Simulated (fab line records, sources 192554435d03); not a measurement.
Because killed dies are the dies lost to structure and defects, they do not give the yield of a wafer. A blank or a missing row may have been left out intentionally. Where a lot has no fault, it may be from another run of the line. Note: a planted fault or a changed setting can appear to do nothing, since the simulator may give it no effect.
The tool behind it: which one? ; flow n5Finfet ; Sampling: 11 lots, 33 wafers, 5 of 1938 route steps

== WHAT THE GAUGES READ, wafer by wafer ==
N5_BEOL_M15_THK_MEAS_50: measures by xrf.
lot;measured;on;M15_THK (nm)
L422;day 12 11:34;filmMetro-02;865 825 846
L428;day 13 20:27;filmMetro-02;834 860 841
L429;day 14 05:16;filmMetro-02;851 856 832
L432;day 14 12:52;filmMetro-01;833 852 852
L436;day 15 14:28;filmMetro-02;871 868 857
L433;day 15 18:36;filmMetro-01;837 845 822
L438;day 15 19:49;filmMetro-01;837 848 827
L439;day 16 02:28;filmMetro-02;829 850 831
L440;day 16 14:44;filmMetro-02;839 838 858
L441;day 17 07:16;filmMetro-02;815 851 852
L443;day 17 21:18;filmMetro-01;856 862 850

N5_MIM_TOP_LITHO_CD_MEAS_08 targets a cd of 2000 nm.
lot;measured;on;cdNm (nm)
L422;day 12 18:29;cdSem-01;2000.0 1998.9 2000.3
L428;day 14 00:40;cdSem-02;2001.5 2002.8 2000.9
L429;day 14 11:48;cdSem-03;1998.8 1999.4 1998.7
L432;day 14 16:48;cdSem-03;2001.0 2000.5 2002.8
L436;day 15 17:23;cdSem-02;2012.4 2011.7 2011.9
L433;day 16 00:51;cdSem-02;2007.9 2009.7 2010.3
L438;day 16 01:01;cdSem-01;2002.3 2002.2 2002.3
L439;day 16 05:22;cdSem-03;1999.1 2000.9 1999.6
L440;day 16 16:58;cdSem-03;2001.6 2000.6 2002.0
L441;day 17 11:10;cdSem-01;2001.2 1999.8 2000.3
L443;day 18 02:46;cdSem-02;1997.6 1997.5 1998.3

N5_MIM_TOP_LITHO_INSPECT_12: inspects for defects (macro).
lot;measured;on;rawDefectCount
L422;day 12 18:32;defectInspect-01;3 2 2
L428;day 14 00:43;defectInspect-01;3 3 1
L429;day 14 11:51;defectInspect-01;1 4 2
L432;day 14 16:51;defectInspect-01;3 3 2
L436;day 15 17:26;defectInspect-02;4 2 3
L433;day 16 00:54;defectInspect-01;5 1 2
L438;day 16 01:04;defectInspect-02;4 3 1
L439;day 16 05:25;defectInspect-01;4 0 2
L440;day 16 17:01;defectInspect-01;1 3 8
L441;day 17 11:13;defectInspect-01;2 4 1
L443;day 18 02:49;defectInspect-01;1 2 1

== TOOL THAT RAN EACH LOT (tool first, then ch and the chambers of the sampled wafers, then the start) ==
lot;N5_MIM_TOP_ALD_00;N5_MIM_TOP_LITHO_EXPOSE_05
L422;aldHk-02 ch 2,3, day 12 13:10;krfScanner-01 ch 0, day 12 18:19
L428;aldHk-02 ch 0,2,3, day 13 21:52;krfScanner-01 ch 0, day 14 00:30
L429;aldHk-01 ch 0,1,3, day 14 10:40;krfScanner-02 ch 0, day 14 11:37
L432;aldHk-01 ch 1,2, day 14 14:59;krfScanner-02 ch 0, day 14 16:38
L436;aldHk-02 ch 0,2,3, day 15 16:05;krfScanner-02 ch 0, day 15 17:13
L433;aldHk-01 ch 0,3, day 15 21:34;krfScanner-02 ch 0, day 16 00:41
L438;aldHk-03 ch 0,1,3, day 15 21:47;krfScanner-01 ch 0, day 16 00:50
L439;aldHk-03 ch 1,2,3, day 16 03:54;krfScanner-01 ch 0, day 16 05:12
L440;aldHk-02 ch 0,1,2, day 16 16:04;krfScanner-01 ch 0, day 16 16:48
L441;aldHk-03 ch 2,3, day 17 09:38;krfScanner-01 ch 0, day 17 10:59
L443;aldHk-03 ch 0,1, day 17 23:15;krfScanner-01 ch 0, day 18 02:35
- N5_MIM_TOP_ALD_00: deposits Al2O3, purge time 3 s, co reactant pulse time 3 s.
- N5_MIM_TOP_LITHO_EXPOSE_05: exposes mask MIM TOP, target cd 2000 nm.

== AS READ BY THE TOOLS THEMSELVES (means over the sampled wafers that have a number; for cases with no such wafer, the mark the record gives instead) ==
N5_MIM_TOP_ALD_00.
lot;tool;precursorPulseHeightRel
L422;aldHk-02;0.996
L428;aldHk-02;0.991
L429;aldHk-01;1.018
L432;aldHk-01;1.003
L436;aldHk-02;1.010
L433;aldHk-01;0.982
L438;aldHk-03;1.006
L439;aldHk-03;0.993
L440;aldHk-02;0.988
L441;aldHk-03;0.994
L443;aldHk-03;0.986

N5_MIM_TOP_LITHO_EXPOSE_05.
lot;tool;exposureDoseMJCm2
L422;krfScanner-01;20.502
L428;krfScanner-01;20.495
L429;krfScanner-02;20.508
L432;krfScanner-02;20.523
L436;krfScanner-02;19.195
L433;krfScanner-02;19.477
L438;krfScanner-01;20.516
L439;krfScanner-01;20.500
L440;krfScanner-01;20.491
L441;krfScanner-01;20.517
L443;krfScanner-01;20.478

== THE ANSWER, worked out from the rows above alone ==
Rule: usual is defined by the lots themselves. Put in order of their means at a reading, lots are off if they are a third of the lots or fewer, leave a main group of 4 or more, and stand apart from it by a gap of 3 or more times the standard deviation of the main group's means; of several such gaps the widest counts. The tables above print the reading to a certain number of digits; a main group whose means all agree to those digits is not used. A lot without any number at a reading at which 4 lots or more have one is off too. Where the step has rows for the other lots, those lots are counted as sound. Order of review: gauges by route order, followed by the tools' own readings, for which a lot's mean as printed above is used. The first step at which some lot is off is used, and at that step the reading that is off furthest; a lot without a number counts as furthest.
Off: L436, L433 (N5_MIM_TOP_LITHO_CD_MEAS_08, cdNm). The main group: mean 2000.4 nm, standard deviation 1.4.
A tool fits if, at a process step before that reading, it ran every lot that is off, and no sound lot after the first of them. Not tried: the gauges at N5_MIM_TOP_LITHO_CD_MEAS_08; whatever is off there is also off at N5_MIM_TOP_LITHO_EXPOSE_05, on other tools, and gauge error can't account for it. One fits: N5_MIM_TOP_LITHO_EXPOSE_05 on krfScanner-02. Its last sound lot is L432 (day 14 16:38), its first lot that is off L436 (day 15 17:13): a fault that began between those two fits.
The tool's own readings at N5_MIM_TOP_LITHO_EXPOSE_05 bear it out: on the lots that are off they differ by more than 5 times the standard deviation of the sound lots' means. exposureDoseMJCm2 reads 19.336 there against 20.503 on the sound lots.

== WHAT THE SIMULATOR HAD PUT IN ==
Process parameter drift: krfScanner-02, from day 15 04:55 on, at N5_MIM_TOP_LITHO_EXPOSE_05. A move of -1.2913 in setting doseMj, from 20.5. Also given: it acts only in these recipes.
Lots struck among those shown: L436, L433. This agrees with what the rule above found.
